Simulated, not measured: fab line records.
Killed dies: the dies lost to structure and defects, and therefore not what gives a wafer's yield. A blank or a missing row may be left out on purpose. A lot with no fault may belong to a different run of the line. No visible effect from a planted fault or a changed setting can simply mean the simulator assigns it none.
Which tool did it?	flow n5-finfet	23 lots, 69 wafers sampled, at 5 steps of a route of 1938

## WHAT THE GAUGES SHOWED, per wafer
N5_MOL_CONTACT_COAG_CD_MEAS_08: the cd target is 28 nm. Usual: cd-nm 28.07 nm, standard deviation 0.28.
lot	measured	on	cd-nm (nm)	flag
L075	day 5 03:52	cd-sem-03	27.91 28.21 28.19	
L074	day 5 05:20	cd-sem-01	28.80 28.77 28.34	
L076	day 5 06:35	cd-sem-02	28.52 28.29 27.94	
L077	day 5 12:32	cd-sem-01	27.38 27.98 27.58	
L078	day 5 21:09	cd-sem-02	28.04 28.30 28.07	
L079	day 5 23:30	cd-sem-01	27.90 28.31 28.01	
L080	day 6 07:00	cd-sem-02	27.97 28.29 27.88	
L081	day 6 12:47	cd-sem-03	28.30 28.07 28.39	
L082	day 6 19:47	cd-sem-01	27.59 27.89 27.97	
L083	day 7 02:19	cd-sem-01	27.96 27.70 28.15	
L084	day 7 06:34	cd-sem-02	28.19 27.71 28.33	
L085	day 7 13:28	cd-sem-03	28.14 28.15 27.72	
L086	day 8 01:02	cd-sem-03	28.00 28.21 27.72	
L088	day 8 07:04	cd-sem-01	28.19 28.28 28.46	
L089	day 8 09:45	cd-sem-03	28.35 28.21 27.47	
L090	day 8 16:58	cd-sem-01	28.08 27.90 28.24	
L091	day 9 03:11	cd-sem-03	28.12 28.11 28.01	
L092	day 9 04:07	cd-sem-01	27.89 27.86 27.79	
L093	day 9 11:58	cd-sem-03	27.93 27.77 28.17	
L094	day 9 17:56	cd-sem-03	28.25 28.17 27.77	
L095	day 9 22:13	cd-sem-03	28.01 28.25 28.27	
L096	day 10 03:36	cd-sem-03	28.05 27.74 28.44	
L097	day 10 14:46	cd-sem-02	28.43 28.52 27.74	

N5_MOL_CONTACT_COAG_INSPECT_97: inspects for defects (darkfield). Usual: raw-defect-count 43, standard deviation 14.
lot	measured	on	raw-defect-count	flag
L075	day 5 23:26	defect-inspect-01	28 35 42	
L074	day 6 02:28	defect-inspect-01	70 36 39	
L076	day 6 02:29	defect-inspect-02	36 51 38	
L077	day 6 09:38	defect-inspect-01	21 32 30	
L078	day 6 16:59	defect-inspect-01	24 58 26	
L079	day 6 19:58	defect-inspect-01	33 37 46	
L080	day 7 01:17	defect-inspect-02	50 53 52	
L081	day 7 06:46	defect-inspect-01	46 43 45	
L082	day 7 12:09	defect-inspect-02	48 57 59	
L083	day 7 19:25	defect-inspect-02	28 41 37	
L084	day 8 06:32	defect-inspect-02	46 39 64	
L085	day 8 09:32	defect-inspect-02	20 24 40	
L086	day 8 18:59	defect-inspect-02	45 86 56	
L088	day 9 02:27	defect-inspect-01	31 52 42	
L089	day 9 05:29	defect-inspect-02	56 37 45	
L090	day 9 11:25	defect-inspect-02	59 66 65	
L091	day 9 22:28	defect-inspect-01	73 43 60	
L092	day 10 02:14	defect-inspect-01	37 22 43	
L093	day 10 05:32	defect-inspect-02	45 66 49	
L094	day 10 10:44	defect-inspect-02	35 56 50	
L095	day 10 14:43	defect-inspect-02	30 34 32	
L096	day 10 19:40	defect-inspect-02	26 31 33	
L097	day 11 07:20	defect-inspect-01	80 45 59	

## WHICH TOOL RAN EACH LOT (tool, then ch and the chambers of the sampled wafers, then the start)
lot	N5_MOL_CONTACT_COAG_ETCH_59	N5_MOL_CONTACT_COAG_ETCH_90	N5_MOL_CONTACT_COAG_STRIP_72
L075	rie-diel-01 ch 2,3, day 5 04:02	rie-diel-03 ch 0,1, day 5 16:00	rie-diel-03 ch 0,2, day 5 17:59
L074	rie-diel-06 ch 0,3, day 5 05:29	rie-diel-03 ch 0,3, day 5 18:50	rie-diel-06 ch 0,2, day 5 20:49
L076	rie-diel-01 ch 0,2,3, day 5 06:49	rie-diel-06 ch 0,1,2, day 5 19:19	rie-diel-03 ch 1,2,3, day 5 21:34
L077	rie-diel-01 ch 1,2,3, day 5 12:41	rie-diel-01 ch 0,1,2, day 6 02:49	rie-diel-01 ch 2,3, day 6 05:35
L078	rie-diel-06 ch 0,2, day 5 21:18	rie-diel-03 ch 0,1,3, day 6 10:54	rie-diel-06 ch 0,3, day 6 12:53
L079	rie-diel-03 ch 2,3, day 5 23:39	rie-diel-03 ch 1,3, day 6 11:30	rie-diel-06 ch 0,2,3, day 6 13:17
L080	rie-diel-01 ch 1,2,3, day 6 07:09	rie-diel-01 ch 1,2,3, day 6 19:26	rie-diel-01 ch 0,1,2, day 6 21:14
L081	rie-diel-01 ch 1,2, day 6 12:56	rie-diel-06 ch 0,2,3, day 7 00:16	rie-diel-06 ch 0,3, day 7 02:44
L082	rie-diel-06 ch 0,2,3, day 6 20:04	rie-diel-01 ch 1,2,3, day 7 06:14	rie-diel-01 ch 0,1,3, day 7 08:07
L083	rie-diel-03 ch 0,1, day 7 02:28	rie-diel-01 ch 1,2,3, day 7 13:28	rie-diel-03 ch 2,3, day 7 15:21
L084	rie-diel-03 ch 0,1,3, day 7 07:18	rie-diel-06 ch 0,2, day 7 18:29	rie-diel-06 ch 1,3, day 8 02:29
L085	rie-diel-06 ch 1,2,3, day 7 13:38	rie-diel-06 ch 0,1,3, day 8 02:09	rie-diel-03 ch 0,1,2, day 8 04:08
L086	rie-diel-06 ch 1,3, day 8 01:11	rie-diel-03 ch 1,3, day 8 12:07	rie-diel-06 ch 0,1, day 8 14:33
L088	rie-diel-06 ch 1,3, day 8 07:14	rie-diel-06 ch 0,1,3, day 8 17:31	rie-diel-06 ch 0,1, day 8 20:55
L089	rie-diel-01 ch 1,2,3, day 8 09:55	rie-diel-01 ch 1,2, day 8 21:04	rie-diel-06 ch 0,1, day 8 23:59
L090	rie-diel-01 ch 0,1,2, day 8 17:07	rie-diel-03 ch 0,2,3, day 9 05:31	rie-diel-06 ch 1,2,3, day 9 07:22
L091	rie-diel-06 ch 0,1,3, day 9 03:20	rie-diel-01 ch 0,2,3, day 9 16:28	rie-diel-03 ch 0,2,3, day 9 18:16
L092	rie-diel-06 ch 0,1,2, day 9 04:16	rie-diel-06 ch 2,3, day 9 19:34	rie-diel-03 ch 0,3, day 9 22:12
L093	rie-diel-03 ch 0,2, day 9 12:10	rie-diel-06 ch 1,2,3, day 9 23:34	rie-diel-06 ch 0,2,3, day 10 01:30
L094	rie-diel-06 ch 1,2,3, day 9 18:09	rie-diel-01 ch 0,2,3, day 10 04:47	rie-diel-01 ch 2,3, day 10 06:42
L095	rie-diel-03 ch 0,2,3, day 9 22:22	rie-diel-01 ch 1,2,3, day 10 08:11	rie-diel-01 ch 0,1,2, day 10 10:38
L096	rie-diel-06 ch 1,2,3, day 10 03:46	rie-diel-06 ch 0,1,3, day 10 13:35	rie-diel-03 ch 0,1,2, day 10 15:38
L097	rie-diel-06 ch 0,2,3, day 10 15:01	rie-diel-03 ch 0,1,3, day 11 01:00	rie-diel-01 ch 1,3, day 11 03:17
- N5_MOL_CONTACT_COAG_ETCH_59: etches underlayer in N2/H2, target depth 13 nm, time 10.4 s.
- N5_MOL_CONTACT_COAG_ETCH_90: etches SiARC in CF4, target depth 13 nm, time 21.7 s.
- N5_MOL_CONTACT_COAG_STRIP_72: strips in N2/H2.

## AS READ BY THE TOOLS THEMSELVES (means over the sampled wafers that have a number; for cases with no such wafer, the mark the record gives instead)
N5_MOL_CONTACT_COAG_ETCH_59. Usual: drypump-motor-current-A 5.7 A, standard deviation 0.42; etch-rf-on-time-s 10.48 s, standard deviation 0.2; oes-product-au 0.68 a.u., standard deviation 0.082; rf-vpp-V 523.7 V, standard deviation 2.5; showerhead-plenum-p-Torr 2.53 Torr, standard deviation 0.086; throttle-valve-pct 17.90 %, standard deviation 0.26.
lot	tool	drypump-motor-current-A (A)	etch-rf-on-time-s (s)	oes-product-au (a.u.)	rf-vpp-V (V)	showerhead-plenum-p-Torr (Torr)	throttle-valve-pct (%)	flag
L075	rie-diel-01	5.6	10.45	0.63	523.6	2.53	17.82	
L074	rie-diel-06	5.9	10.66	0.61	522.2	2.49	18.22	
L076	rie-diel-01	5.6	10.46	0.63	525.4	2.57	17.88	
L077	rie-diel-01	5.5	10.59	0.62	522.6	2.49	18.02	
L078	rie-diel-06	5.8	10.57	0.61	525.1	2.56	17.92	
L079	rie-diel-03	6.3	10.75	0.68	525.5	2.58	17.75	
L080	rie-diel-01	5.5	10.65	0.61	522.8	2.49	18.03	
L081	rie-diel-01	5.5	10.55	0.61	521.0	2.46	18.23	
L082	rie-diel-06	5.8	10.48	0.69	523.4	2.52	17.95	
L083	rie-diel-03	5.5	10.45	0.60	523.8	2.57	18.22	
L084	rie-diel-03	5.9	10.46	0.64	524.5	2.57	17.91	
L085	rie-diel-06	5.4	10.33	0.74	524.4	2.53	17.85	
L086	rie-diel-06	5.5	10.26	0.80	522.6	2.50	17.66	
L088	rie-diel-06	5.5	10.22	0.80	522.3	2.50	17.67	
L089	rie-diel-01	5.6	10.55	0.60	522.8	2.48	18.06	
L090	rie-diel-01	5.5	10.61	0.61	523.4	2.53	18.12	
L091	rie-diel-06	5.8	10.38	0.73	521.5	2.48	17.78	
L092	rie-diel-06	5.8	10.40	0.76	522.7	2.52	17.65	
L093	rie-diel-03	5.4	10.44	0.66	523.8	2.51	17.88	
L094	rie-diel-06	5.5	10.35	0.78	523.1	2.53	17.74	
L095	rie-diel-03	5.9	10.49	0.69	525.6	2.59	17.76	
L096	rie-diel-06	5.4	10.28	0.77	523.0	2.52	17.74	
L097	rie-diel-06	5.8	10.38	0.73	523.6	2.51	17.86	

N5_MOL_CONTACT_COAG_ETCH_90. Usual: drypump-motor-current-A 5.7 A, standard deviation 0.43; etch-rf-on-time-s 21.9 s, standard deviation 0.4; oes-product-au 0.67 a.u., standard deviation 0.078; rf-vpp-V 184.1 V, standard deviation 1.2; showerhead-plenum-p-Torr 2.13 Torr, standard deviation 0.07; throttle-valve-pct 15.65 %, standard deviation 0.28.
lot	tool	drypump-motor-current-A (A)	etch-rf-on-time-s (s)	oes-product-au (a.u.)	rf-vpp-V (V)	showerhead-plenum-p-Torr (Torr)	throttle-valve-pct (%)	flag
L075	rie-diel-03	5.5	22.2	0.61	184.1	2.11	15.75	
L074	rie-diel-03	5.8	22.3	0.66	184.2	2.12	15.54	
L076	rie-diel-06	5.7	22.1	0.61	183.6	2.12	15.63	
L077	rie-diel-01	5.6	21.8	0.62	183.5	2.14	15.82	
L078	rie-diel-03	5.9	22.2	0.65	185.0	2.17	15.67	
L079	rie-diel-03	6.0	21.9	0.64	185.4	2.22	15.79	
L080	rie-diel-01	5.5	21.9	0.62	183.9	2.10	15.80	
L081	rie-diel-06	5.8	22.0	0.69	183.3	2.13	15.69	
L082	rie-diel-01	5.5	21.7	0.61	184.0	2.09	15.81	
L083	rie-diel-01	5.5	21.8	0.61	183.2	2.09	15.81	
L084	rie-diel-06	6.1	22.4	0.63	183.8	2.11	15.68	
L085	rie-diel-06	5.8	21.8	0.75	184.3	2.09	15.48	
L086	rie-diel-03	6.0	21.8	0.63	185.2	2.21	15.82	
L088	rie-diel-06	5.8	21.9	0.74	183.4	2.08	15.48	
L089	rie-diel-01	5.6	21.9	0.60	183.6	2.09	15.91	
L090	rie-diel-03	5.9	21.9	0.70	185.0	2.19	15.57	
L091	rie-diel-01	5.6	22.0	0.61	184.0	2.15	15.69	
L092	rie-diel-06	5.5	21.4	0.78	184.2	2.13	15.60	
L093	rie-diel-06	5.4	21.5	0.77	184.5	2.12	15.37	
L094	rie-diel-01	5.6	22.1	0.60	184.1	2.15	15.70	
L095	rie-diel-01	5.5	22.0	0.59	183.7	2.09	15.87	
L096	rie-diel-06	5.8	21.8	0.72	183.5	2.08	15.52	
L097	rie-diel-03	5.9	21.6	0.71	185.1	2.16	15.58	

N5_MOL_CONTACT_COAG_STRIP_72. Usual: drypump-motor-current-A 5.8 A, standard deviation 0.45; oes-product-au 0.80 a.u., standard deviation 0.098; rf-vpp-V 59.2 V, standard deviation 2; showerhead-plenum-p-Torr 2.53 Torr, standard deviation 0.093; temp-c 40.00 C, standard deviation 0.11; throttle-valve-pct 23.7 %, standard deviation 0.3.
lot	tool	drypump-motor-current-A (A)	oes-product-au (a.u.)	rf-vpp-V (V)	showerhead-plenum-p-Torr (Torr)	temp-c (C)	throttle-valve-pct (%)	flag
L075	rie-diel-03	5.5	0.72	57.0	2.41	40.01	23.8	
L074	rie-diel-06	5.8	0.74	59.2	2.55	40.02	23.7	
L076	rie-diel-03	6.0	0.74	60.0	2.56	40.03	23.8	
L077	rie-diel-01	5.7	0.73	58.1	2.52	40.05	23.7	
L078	rie-diel-06	6.2	0.84	58.3	2.46	40.05	23.7	
L079	rie-diel-06	5.8	0.82	58.6	2.51	39.99	23.7	
L080	rie-diel-01	5.5	0.72	60.8	2.53	39.93	23.9	
L081	rie-diel-06	6.2	0.83	59.6	2.46	39.85	23.7	
L082	rie-diel-01	5.4	0.72	58.6	2.52	39.97	23.9	
L083	rie-diel-03	6.0	0.93	60.3	2.70	40.08	23.5	
L084	rie-diel-06	5.5	0.94	58.1	2.50	39.95	23.5	
L085	rie-diel-03	5.6	0.79	58.6	2.58	40.07	23.9	
L086	rie-diel-06	6.2	0.82	60.7	2.47	40.05	23.5	
L088	rie-diel-06	5.8	0.87	58.4	2.47	40.02	23.4	
L089	rie-diel-06	5.8	0.86	59.6	2.48	39.93	23.4	
L090	rie-diel-06	5.4	0.93	58.7	2.52	40.10	23.7	
L091	rie-diel-03	5.9	0.80	59.5	2.59	39.99	23.5	
L092	rie-diel-03	5.8	0.75	58.6	2.49	40.01	23.4	
L093	rie-diel-06	5.8	0.86	61.8	2.50	39.94	23.7	
L094	rie-diel-01	5.7	0.70	60.1	2.51	40.05	23.7	
L095	rie-diel-01	5.5	0.69	58.9	2.52	40.00	23.9	
L096	rie-diel-03	5.6	0.87	58.6	2.57	39.96	23.8	
L097	rie-diel-01	5.5	0.71	59.1	2.47	39.98	23.8	

## THE ANSWER, worked out from the rows above alone
Rule: a lot counts as off when the mean over its wafers that have a number is more than 3 standard deviations away from the usual mean. Also off: a lot with no number at a reading for which 4 or more lots have one. All remaining lots with rows at the step are treated as sound. First the gauges in route order, then the tools' own readings, where a lot's mean is used as printed above. At the first step where some lot is off, the reading lying furthest off is the one used; lots without a number count as furthest.
Nothing can be told from this: no lot is off at any reading shown.

## WHAT THE SIMULATOR PUT IN
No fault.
